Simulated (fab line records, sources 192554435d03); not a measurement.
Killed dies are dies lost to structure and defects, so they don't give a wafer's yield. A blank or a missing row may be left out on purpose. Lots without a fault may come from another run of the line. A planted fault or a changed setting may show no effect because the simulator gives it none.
Chamber matching | flow n5_finfet | N5_BEOL_M7_CURE_75 on uv_cure-03: 3 sister chambers
The step cures SiCOH lowk, time 120 s. 24 wafers are shown with their chamber, then 12 later ones without.

WAFERS WITH THEIR CHAMBER
wafer  | chamber | wafer_temp_C_max | lamp_power_pct (%)
L074.2 | 2       | 371.4            | 52.35
L074.3 | 2       | 371.5            | 52.32
L074.6 | 2       | 371.7            | 52.28
L076.1 | 1       | 371.9            | 52.32
L076.4 | 1       | 372.7            | 52.36
L076.5 | 1       | 372.1            | 52.29
L076.2 | 1       | 372.3            | 52.33
L076.3 | 1       | 372.3            | 52.31
L076.6 | 1       | 373.4            | 52.29
L083.2 | 0       | 371.3            | 52.29
L083.3 | 0       | 371.8            | 52.28
L083.5 | 0       | 371.7            | 52.29
L084.1 | 2       | 372.3            | 52.30
L084.4 | 2       | 371.2            | 52.30
L084.6 | 2       | 372.3            | 52.22
L085.2 | 1       | 371.8            | 52.30
L085.3 | 1       | 372.6            | 52.42
L085.6 | 1       | 372.1            | 52.26
L086.2 | 1       | 372.4            | 52.28
L086.3 | 1       | 372.3            | 52.30
L086.4 | 1       | 372.3            | 52.30
L087.1 | 2       | 371.1            | 52.20
L087.2 | 2       | 371.7            | 52.34
L087.6 | 2       | 371.2            | 52.32

SIGNATURES (means of the wafers above)
reading          | chamber 0 | chamber 1 | chamber 2 | scatter within a chamber
wafer_temp_C_max | 371.600   | 372.350   | 371.600   | 0.419
lamp_power_pct   | 52.2867   | 52.3133   | 52.2922   | 0.044
Rule: a wafer's distance from a chamber is the root of the sum, over the readings, of the square of ((its reading less the chamber's mean) divided by the reading's scatter). The wafer belongs to the nearest chamber; if the next one is less than 2 further off, it can't be placed. The scatter: the root of (the sum of the squares of (reading less its chamber's mean) over the shown wafers, divided by (wafers less chambers)).

WAFERS WITHOUT THEIR CHAMBER
wafer  | wafer_temp_C_max | lamp_power_pct (%)
L089.2 | 371.3            | 52.31
L089.4 | 372.0            | 52.27
L089.5 | 371.8            | 52.38
L090.2 | 371.3            | 52.33
L090.3 | 371.4            | 52.36
L090.4 | 371.3            | 52.31
L095.1 | 371.7            | 52.31
L095.4 | 373.2            | 52.23
L095.5 | 371.9            | 52.33
L097.1 | 372.0            | 52.32
L097.5 | 372.0            | 52.33
L097.6 | 372.2            | 52.26

WHICH CHAMBER EACH WENT THROUGH
wafer  | from the rows above          | in truth
L089.2 | can't be placed: 2 or 0 or 1 | 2
L089.4 | can't be placed: 0 or 2 or 1 | 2
L089.5 | can't be placed: 1 or 2 or 0 | 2
L090.2 | can't be placed: 2 or 0 or 1 | 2
L090.3 | can't be placed: 2 or 0 or 1 | 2
L090.4 | can't be placed: 2 or 0 or 1 | 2
L095.1 | can't be placed: 2 or 0 or 1 | 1
L095.4 | can't be placed: 1 or 0 or 2 | 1
L095.5 | can't be placed: 2 or 1 or 0 | 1
L097.1 | can't be placed: 1 or 2 or 0 | 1
L097.5 | can't be placed: 1 or 2 or 0 | 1
L097.6 | can't be placed: 1 or 0 or 2 | 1
Placed correctly: 0 of 12. Can't be placed from these rows: 12 (the true chamber is among the candidates in 12). Placed wrongly: 0.
